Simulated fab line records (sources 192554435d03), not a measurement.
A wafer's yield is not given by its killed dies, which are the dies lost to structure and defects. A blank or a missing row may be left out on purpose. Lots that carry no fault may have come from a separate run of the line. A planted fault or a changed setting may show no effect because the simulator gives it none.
The same fault as seen by 3 desks :: flow n5_finfet :: each desk has only its own numbers; what lay behind them comes last

== METROLOGY DESK ==
What the gauges read, lot by lot, whatever tool the lot ran on: means of the sampled wafers that have a number. The brackets show how far a lot's mean lies from the usual mean; more than 4 standard deviations puts the lot out of limits, marked OUT.
Columns: A = cd_nm at N5_BEOL_M6_CD_MEAS_18, usual 40.0 nm; B = cd_nm at N5_BEOL_M6_CD_MEAS_28, usual 39.96 nm; C = V5_OVL at N5_BEOL_M6_OVL_MEAS_29, usual 0.4 nm
lot: L257
first seen here: day 8 23:56
A: 40.0
B: 40.26
C: -0.1

lot: L259
first seen here: day 9 01:52
A: 41.0
B: 40.18
C: -0.9

lot: L258
first seen here: day 9 04:32
A: 39.6
B: 39.96
C: 0.6

lot: L269
first seen here: day 11 23:21
A: 39.9
B: 39.81
C: 1.0

lot: L275
first seen here: day 13 11:57
A: 40.4
B: 40.08
C: 0.5

lot: L274
first seen here: day 13 14:10
A: 40.7
B: 39.96
C: 0.5
Result from this desk: across the 6 lots, nothing is out of limits.

== THE DEFECT DESK ==
Counts from the inspections along the route, per lot, as means over the sampled wafers that have a number. The brackets show how far a lot's mean lies from the usual mean; more than 4 standard deviations puts the lot out of limits, marked OUT.
Columns: A = raw_defect_count at N5_BEOL_M6_INSPECT_13, usual 433; B = raw_defect_count at N5_BEOL_M6_INSPECT_30, usual 445
lot: L257
first seen here: day 8 23:14
A: 404
B: 437

lot: L259
first seen here: day 9 01:23
A: 400
B: 419

lot: L258
first seen here: day 9 03:56
A: 409
B: 460

lot: L269
first seen here: day 11 22:36
A: 453
B: 417

lot: L275
first seen here: day 13 11:28
A: 401
B: 456

lot: L274
first seen here: day 13 13:41
A: 455
B: 499
Result from this desk: across the 6 lots, nothing is out of limits.

== FOR THE TOOL OWNER'S DESK: litho_track-04 ==
The tool's own readings at N5_BEOL_M6_COAT_22 (resist thk 30 nm): means of the sampled wafers that have a number, for each lot that ran on this tool. The brackets show how far a lot's mean lies from the usual mean; more than 4 standard deviations puts the lot out of limits, marked OUT.
Columns: A = spin_speed_rpm at N5_BEOL_M6_COAT_22, usual 1500.0 rpm
lot: L257
first seen here: day 9 00:05
A: 1501.8

lot: L259
first seen here: day 9 02:55
A: 1437.6 (-52) OUT

lot: L258
first seen here: day 9 05:14
A: 1435.4 (-54) OUT

lot: L275
first seen here: day 13 12:26
A: 1500.4

lot: L274
first seen here: day 13 14:14
A: 1501.2
Finding of this desk: L258, L259 out of limits; the first was L259 at day 9 02:55, on spin_speed_rpm at N5_BEOL_M6_COAT_22. L257, L275, L274 stayed within limits.

== BROUGHT TOGETHER ==
At day 9 02:55, on L258, L259, the tool owner's desk was in a position to raise an alarm.
At the metrology desk, nothing out of limits was observed.
No out-of-limits result turned up at the defect desk.
The metrology desk holds a record of L258, L259, inside its limits.
The defect desk has L258, L259 on record, within its limits.
On litho_track-04, each named lot ran N5_BEOL_M6_COAT_22.

== WHAT HAD BEEN PUT IN BY THE SIMULATOR ==
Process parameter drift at N5_BEOL_M6_COAT_22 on litho_track-04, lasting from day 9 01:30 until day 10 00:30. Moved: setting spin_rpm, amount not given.
Lots struck among those shown: L258, L259.
Each desk's first reading out of limits, in hours after the fault started: the tool owner's desk, 1.
